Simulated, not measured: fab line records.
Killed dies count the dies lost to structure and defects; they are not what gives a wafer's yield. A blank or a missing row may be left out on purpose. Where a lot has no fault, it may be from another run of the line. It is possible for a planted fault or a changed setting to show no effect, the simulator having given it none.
A lot that was struck, set against a sound lot + flow n5_finfet + 38 steps out of a route of 1938
Sound: the wafers L487.1, L487.2, L487.3. Wafers struck: L497.1, L497.4, L497.5. The cause is given at the end.
For every step that has rows: the tool of each side, followed by ch and its chambers, followed by its first start. Under that, the readings that differ: sound wafers + struck wafers + difference of the means + sigmas: that difference in standard deviations of wafers without a fault.
alike: readings with means less than 2 such deviations apart, plus words and numbers identical on both sides. not compared: withheld readings, readings lacking a value on some wafer, bounds such as >300 that could conceal the same value, and numbers that have no deviation in the record and whose values overlap.
A row with sigmas, a row that says differs or no value, or rows on one side alone: a step with any of these is where the two part. Numbers that have no deviation but don't overlap get no sigmas and don't part them. A reading missing from all wafers of one side parts the sides only when that side holds two or more wafers.

first, 12 steps without rows for these wafers: N5_MOL_CONTACT_COAG_ETCH_65 (etches underlayer in N2/H2, target depth 13 nm, time 10.4 s); N5_MOL_CONTACT_COAG_ETCH_66 (etches SiARC in CF4, target depth 13 nm, time 21.7 s); N5_MOL_CONTACT_COAG_ALD_133 (deposits SiO2, target thk 5 nm, pulse time 1 s, co reactant pulse time 1 s); N5_MOL_CONTACT_COAG_ETCHBACK_134 (etches SiO2 in CHF3, target depth 10 nm, time 6.7 s); N5_MOL_CONTACT_COAG_ETCH_67 (etches SOC in N2/H2, target depth 60 nm, overetch 21 nm, time 101.2 s); N5_MOL_CONTACT_COAG_STRIP_68 (strips in N2/H2); N5_MOL_CONTACT_COAG_STRIP_69 (strips in N2/H2); N5_MOL_CONTACT_COAG_ETCHBACK_136 (etches SiO2 in CHF3, target depth 25 nm, time 16.7 s); N5_MOL_CONTACT_COAG_STRIP_120 (strips in CHF3); N5_MOL_CONTACT_COAG_VIA_ETCH_117 (etches SiO2 in C4F6/O2, target depth 40 nm, overetch 8 nm, time 26 s); N5_MOL_CONTACT_COAG_ETCH_124 (etches SiNx in CH3F/O2, stops on SiOC, target depth 6.5 nm); N5_MOL_CONTACT_COAG_ETCH_48 (etches SiOC in C4F6/O2, target depth 15 nm, overetch 4.5 nm, time 17 s).
N5_MOL_CONTACT_COAG_STRIP_72: strips in N2/H2.
  sound on rie_diel-05 ch 0,1,3, day 6 02:43; struck on rie_diel-02 ch 0,1,3, day 8 15:41
  alike: drypump_motor_current_A, oes_product_au, rf_vpp_V, showerhead_plenum_p_Torr, throttle_valve_pct
  not compared: rf_hours_counter_h
then, 24 steps without rows for these wafers: N5_MOL_CONTACT_COAG_STRIP_49 (strips in N2/H2, time 30 s); N5_MOL_CONTACT_COAG_PRECLEAN_138 (cleans in alkaline clean, time 60 s); N5_MOL_CONTACT_COAG_SRD_139 (time 30 s); N5_MOL_CONTACT_COAG_PRE_CLEAN_121; N5_MOL_CONTACT_COAG_CVD_140 (deposits W, target thk 66.5 nm, time 215 s); N5_MOL_CONTACT_COAG_PRECLEAN_127 (cleans in DIW, time 57.5 s); N5_MOL_CONTACT_COAG_SRD_128 (dry time 32 s); N5_MOL_CONTACT_COAG_CMP_52 (polishes, stops on SiO2, t overpolish 1.5 s, target thk 66.5 nm); N5_MOL_CONTACT_COAG_ANNEAL_112 (time 1800 s); N5_BEOL_M0_SAQP_PECVD_00 (deposits SiCN from 3MS/NH3, target thk 8 nm, time 14 s); N5_BEOL_M0_SAQP_ILD_DEP_01 (deposits SiOC from DEMS/O2, target thk 45.419 nm, time 8.7 s); N5_BEOL_M0_SAQP_HM_DEP_02 (deposits TiN, target thk 12 nm); N5_BEOL_M0_SAQP_PECVD_03 (deposits SiCN from 3MS/NH3, target thk 12 nm, time 21.1 s); N5_BEOL_M0_SAQP_PECVD_96 (deposits a-Si from SiH4/He, target thk 45 nm, time 45.2 s); N5_BEOL_M0_SAQP_PECVD_97 (deposits SiNx from SiH4/NH3/N2, target thk 23 nm, time 19.9 s); N5_BEOL_M0_SAQP_PECVD_04 (deposits a-Si from SiH4/He, target thk 60 nm, time 60.2 s); N5_BEOL_M0_SAQP_HM_DEP_111 (deposits SiO2 from SiH4/N2O, target thk 12 nm, time 7.2 s); N5_BEOL_M0_SAQP_COAT_81 (time 60 s, resist thk 100 nm); N5_BEOL_M0_SAQP_COAT_82 (time 60 s, resist thk 30 nm); N5_BEOL_M0_SAQP_COAT_08 (resist thk 90 nm); N5_BEOL_M0_SAQP_EBR_10; N5_BEOL_M0_SAQP_SOFTBAKE_09 (time 60 s); N5_BEOL_M0_SAQP_EXPOSE_11 (exposes mask M0 CORE, target cd 42 nm); N5_BEOL_M0_SAQP_PEB_12 (peb time 60 s).
-- here the record skips 7 days between the struck wafers' starts before and after, leaving off in module BEOL_M0_SAQP and picking up in module PASSIVATION (first step shown: number 1936 of the route) --
N5_PASSIVATION_PROBE_49:
  the record has rows for the struck wafers here (prober-01, day 15 11:41) and none for the sound ones

## WHERE THEY PART
Within this record, at N5_PASSIVATION_PROBE_49 only.

WHY: whatever the simulator had introduced
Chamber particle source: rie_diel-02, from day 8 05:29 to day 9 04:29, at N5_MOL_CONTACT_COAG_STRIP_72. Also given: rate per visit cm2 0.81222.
